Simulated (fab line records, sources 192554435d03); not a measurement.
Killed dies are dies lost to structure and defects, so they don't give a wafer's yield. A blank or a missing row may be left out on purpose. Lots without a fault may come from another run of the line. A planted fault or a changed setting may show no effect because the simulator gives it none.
Which tool did it? | flow n5_finfet | 24 lots, 72 wafers sampled, at 4 steps of a route of 1938

WHAT THE GAUGES READ, wafer by wafer
N5_BEOL_M15_INSPECT_12: inspects for defects (macro). Usual: raw_defect_count 2.0, standard deviation 1.4.
lot  | measured     | on                | raw_defect_count | flag
L074 | day 11 14:32 | defect_inspect-02 | 2 3 2            |
L076 | day 11 15:23 | defect_inspect-01 | 4 1 3            |
L075 | day 11 17:22 | defect_inspect-01 | 1 0 2            |
L077 | day 11 23:50 | defect_inspect-02 | 1 1 1            |
L078 | day 12 07:50 | defect_inspect-02 | 0 5 0            |
L079 | day 12 10:52 | defect_inspect-02 | 4 1 1            |
L080 | day 12 19:37 | defect_inspect-01 | 1 5 1            |
L081 | day 12 20:43 | defect_inspect-01 | 3 1 3            |
L083 | day 13 09:23 | defect_inspect-01 | 2 5 0            |
L084 | day 13 12:42 | defect_inspect-01 | 1 3 1            |
L082 | day 13 13:32 | defect_inspect-02 | 1 3 2            |
L085 | day 13 20:06 | defect_inspect-02 | 1 3 4            |
L087 | day 14 11:04 | defect_inspect-01 | 3 2 1            |
L086 | day 14 16:10 | defect_inspect-01 | 1 3 2            |
L088 | day 15 12:47 | defect_inspect-02 | 1 2 1            |
L089 | day 15 13:04 | defect_inspect-02 | 3 0 4            |
L090 | day 15 13:22 | defect_inspect-01 | 3 2 1            |
L091 | day 16 00:08 | defect_inspect-02 | 3 0 2            |
L093 | day 16 03:32 | defect_inspect-02 | 3 3 0            |
L094 | day 16 04:02 | defect_inspect-01 | 3 0 2            |
L092 | day 16 09:38 | defect_inspect-01 | 1 4 3            |
L095 | day 16 20:22 | defect_inspect-02 | 0 0 0            |
L096 | day 17 06:34 | defect_inspect-02 | 1 2 5            |
L097 | day 17 20:33 | defect_inspect-01 | 3 2 0            |

N5_BEOL_M15_CD_MEAS_17: target cd 360 nm. Usual: cd_nm 361.4 nm, standard deviation 2.4.
lot  | measured     | on        | cd_nm (nm)        | flag
L074 | day 11 15:04 | cd_sem-03 | 359.4 360.3 358.7 |
L076 | day 11 16:15 | cd_sem-03 | 365.2 361.9 365.5 |
L075 | day 11 18:04 | cd_sem-03 | 359.5 361.9 359.2 |
L077 | day 12 00:34 | cd_sem-03 | 361.4 359.0 361.6 |
L078 | day 12 08:22 | cd_sem-02 | 363.2 361.9 366.1 |
L079 | day 12 11:25 | cd_sem-03 | 360.7 361.0 357.8 |
L080 | day 12 20:09 | cd_sem-03 | 363.9 359.6 363.0 |
L081 | day 12 21:14 | cd_sem-02 | 362.8 359.6 360.5 |
L083 | day 13 09:55 | cd_sem-01 | 364.1 360.0 361.7 |
L084 | day 13 13:14 | cd_sem-02 | 358.2 362.9 360.2 |
L082 | day 13 14:05 | cd_sem-02 | 358.0 356.3 361.2 |
L085 | day 13 20:47 | cd_sem-03 | 362.5 362.1 362.2 |
L087 | day 14 11:35 | cd_sem-03 | 356.7 363.2 362.0 |
L086 | day 14 16:42 | cd_sem-03 | 360.4 361.8 363.6 |
L088 | day 15 13:20 | cd_sem-03 | 362.8 366.0 359.7 |
L089 | day 15 13:35 | cd_sem-02 | 355.7 360.0 358.4 |
L090 | day 15 14:32 | cd_sem-02 | 363.4 360.7 361.5 |
L091 | day 16 00:53 | cd_sem-01 | 357.3 364.8 361.9 |
L093 | day 16 04:04 | cd_sem-02 | 360.7 364.8 361.4 |
L094 | day 16 04:34 | cd_sem-01 | 365.0 362.8 365.5 |
L092 | day 16 10:25 | cd_sem-03 | 358.9 358.1 363.2 |
L095 | day 16 20:53 | cd_sem-03 | 359.0 360.2 359.8 |
L096 | day 17 07:06 | cd_sem-01 | 365.2 363.4 363.1 |
L097 | day 17 21:05 | cd_sem-02 | 358.7 362.4 357.9 |

N5_BEOL_M15_OVL_MEAS_29. Usual: M15_OVL -1 nm, standard deviation 5.8.
lot  | measured     | on         | M15_OVL (nm) | flag
L074 | day 11 16:03 | overlay-02 | -7 3 -1      |
L076 | day 11 17:10 | overlay-02 | 2 6 5        |
L075 | day 11 18:58 | overlay-02 | -17 -5 -11   |
L077 | day 12 01:37 | overlay-01 | -2 7 9       |
L078 | day 12 09:25 | overlay-02 | -1 3 -1      |
L079 | day 12 12:19 | overlay-02 | 0 -1 -9      |
L080 | day 12 21:04 | overlay-01 | -4 -7 -2     |
L081 | day 12 22:08 | overlay-02 | -3 8 5       |
L083 | day 13 11:05 | overlay-02 | -8 1 -6      |
L084 | day 13 14:16 | overlay-02 | 5 -6 1       |
L082 | day 13 15:07 | overlay-02 | 10 0 5       |
L085 | day 13 21:51 | overlay-01 | 9 7 7        |
L087 | day 14 12:37 | overlay-02 | -1 3 3       |
L086 | day 14 17:44 | overlay-01 | -8 -5 -12    |
L088 | day 15 14:29 | overlay-02 | -8 6 1       |
L089 | day 15 14:55 | overlay-01 | 2 0 -4       |
L090 | day 15 15:30 | overlay-02 | -6 -1 0      |
L091 | day 16 01:53 | overlay-02 | -6 -1 -1     |
L093 | day 16 04:59 | overlay-02 | 1 -3 1       |
L094 | day 16 05:53 | overlay-01 | 3 0 -3       |
L092 | day 16 11:20 | overlay-02 | 10 4 7       |
L095 | day 16 21:55 | overlay-02 | -5 5 -5      |
L096 | day 17 08:22 | overlay-02 | 5 -4 0       |
L097 | day 17 21:59 | overlay-01 | 0 -5 -3      |

WHICH TOOL RAN EACH LOT (tool, then ch and the chambers of the sampled wafers, then the start)
lot  | N5_BEOL_M15_STRIP_64
L074 | rie_diel-06 ch 0,1,2, day 11 15:04 or earlier
L076 | rie_diel-01 ch 0,1,3, day 11 16:15 or earlier
L075 | rie_diel-06 ch 0,2,3, day 11 18:04 or earlier
L077 | rie_diel-01 ch 2,3, day 12 00:34 or earlier
L078 | rie_diel-06 ch 1,2,3, day 12 08:22 or earlier
L079 | rie_diel-01 ch 0,1,2, day 12 11:25 or earlier
L080 | rie_diel-01 ch 0,1,2, day 12 20:09 or earlier
L081 | rie_diel-01 ch 0,2, day 12 21:14 or earlier
L083 | rie_diel-06 ch 0,1,3, day 13 09:55 or earlier
L084 | rie_diel-06 ch 0,1,2, day 13 13:14 or earlier
L082 | rie_diel-01 ch 0,1,3, day 13 14:05 or earlier
L085 | rie_diel-06 ch 0,3, day 13 20:47 or earlier
L087 | rie_diel-02 ch 1,2, day 14 11:35 or earlier
L086 | rie_diel-01 ch 0,2,3, day 14 16:42 or earlier
L088 | rie_diel-06 ch 1,2,3, day 15 13:20 or earlier
L089 | rie_diel-02 ch 1,3, day 15 13:35 or earlier
L090 | rie_diel-01 ch 0,3, day 15 14:32 or earlier
L091 | rie_diel-02 ch 0,1,2, day 16 00:53 or earlier
L093 | rie_diel-06 ch 0,1,3, day 16 04:04 or earlier
L094 | rie_diel-01 ch 0,2,3, day 16 04:34 or earlier
L092 | rie_diel-02 ch 0,1,3, day 16 10:25 or earlier
L095 | rie_diel-01 ch 2,3, day 16 20:53 or earlier
L096 | rie_diel-01 ch 0,1,3, day 17 07:06 or earlier
L097 | rie_diel-01 ch 1,3, day 17 21:05 or earlier
- N5_BEOL_M15_STRIP_64: strips in O2.

WHAT THE TOOLS THEMSELVES READ (means of the sampled wafers that have a number; where no wafer has one, the mark that the record gives instead)
N5_BEOL_M15_STRIP_64. Usual: drypump_motor_current_A 5.9 A, standard deviation 0.43; oes_product_au 0.80 a.u., standard deviation 0.1; rf_vpp_V 3.7 V, standard deviation 0.47; showerhead_plenum_p_Torr 2.12 Torr, standard deviation 0.087; throttle_valve_pct 16.6 %, standard deviation 0.36.
lot  | tool        | drypump_motor_current_A (A) | oes_product_au (a.u.) | rf_vpp_V (V) | showerhead_plenum_p_Torr (Torr) | throttle_valve_pct (%) | flag
L074 | rie_diel-06 | 6.5                         | 0.75                  | 3.8          | 2.08                            | 16.9                   |
L076 | rie_diel-01 | 5.7                         | 0.73                  | 3.5          | 2.09                            | 16.6                   |
L075 | rie_diel-06 | 6.2                         | 0.75                  | 3.5          | 2.08                            | 16.9                   |
L077 | rie_diel-01 | 5.6                         | 0.69                  | 3.3          | 1.96                            | 16.7                   |
L078 | rie_diel-06 | 6.1                         | 0.80                  | 3.6          | 2.04                            | 16.8                   |
L079 | rie_diel-01 | 5.5                         | 0.75                  | 3.9          | 2.08                            | 16.6                   |
L080 | rie_diel-01 | 5.5                         | 0.74                  | 3.6          | 2.08                            | 16.6                   |
L081 | rie_diel-01 | 5.6                         | 0.78                  | 4.0          | 2.06                            | 16.3                   |
L083 | rie_diel-06 | 6.4                         | 0.79                  | 3.7          | 2.09                            | 16.7                   |
L084 | rie_diel-06 | 6.5                         | 0.74                  | 3.8          | 2.08                            | 16.9                   |
L082 | rie_diel-01 | 5.8                         | 0.82                  | 4.0          | 2.18                            | 16.5                   |
L085 | rie_diel-06 | 6.4                         | 0.73                  | 3.3          | 2.13                            | 16.8                   |
L087 | rie_diel-02 | 5.3                         | 0.79                  | 3.8          | 2.14                            | 16.6                   |
L086 | rie_diel-01 | 5.7                         | 0.91                  | 3.2          | 2.18                            | 16.2                   |
L088 | rie_diel-06 | 6.1                         | 0.78                  | 3.6          | 2.03                            | 16.9                   |
L089 | rie_diel-02 | 6.0                         | 0.91                  | 3.1          | 2.24                            | 16.5                   |
L090 | rie_diel-01 | 5.9                         | 0.86                  | 3.8          | 2.19                            | 16.2                   |
L091 | rie_diel-02 | 5.5                         | 0.74                  | 3.7          | 2.16                            | 16.7                   |
L093 | rie_diel-06 | 6.3                         | 0.77                  | 3.8          | 2.09                            | 16.8                   |
L094 | rie_diel-01 | 5.7                         | 0.88                  | 3.7          | 2.18                            | 16.2                   |
L092 | rie_diel-02 | 5.9                         | 0.80                  | 3.6          | 2.21                            | 16.6                   |
L095 | rie_diel-01 | 5.8                         | 0.90                  | 3.3          | 2.22                            | 16.2                   |
L096 | rie_diel-01 | 5.7                         | 0.89                  | 3.8          | 2.17                            | 16.4                   |
L097 | rie_diel-01 | 5.7                         | 0.95                  | 4.0          | 2.20                            | 16.6                   |

THE ANSWER, worked out from the rows above alone
Rule: a lot is off if the mean of its wafers that have a number lies more than 3 standard deviations from the usual mean. A lot without any number at a reading at which 4 lots or more have one is off too. The other lots that the step has rows for count as sound. The gauges are gone through in route order, then the tools' own readings, and for those a lot's mean is taken as printed above. The first step at which some lot is off is used, and at that step the reading that is off furthest; a lot without a number counts as furthest.
No lot is off at any reading shown: from this, nothing can be told.

WHAT THE SIMULATOR HAD PUT IN
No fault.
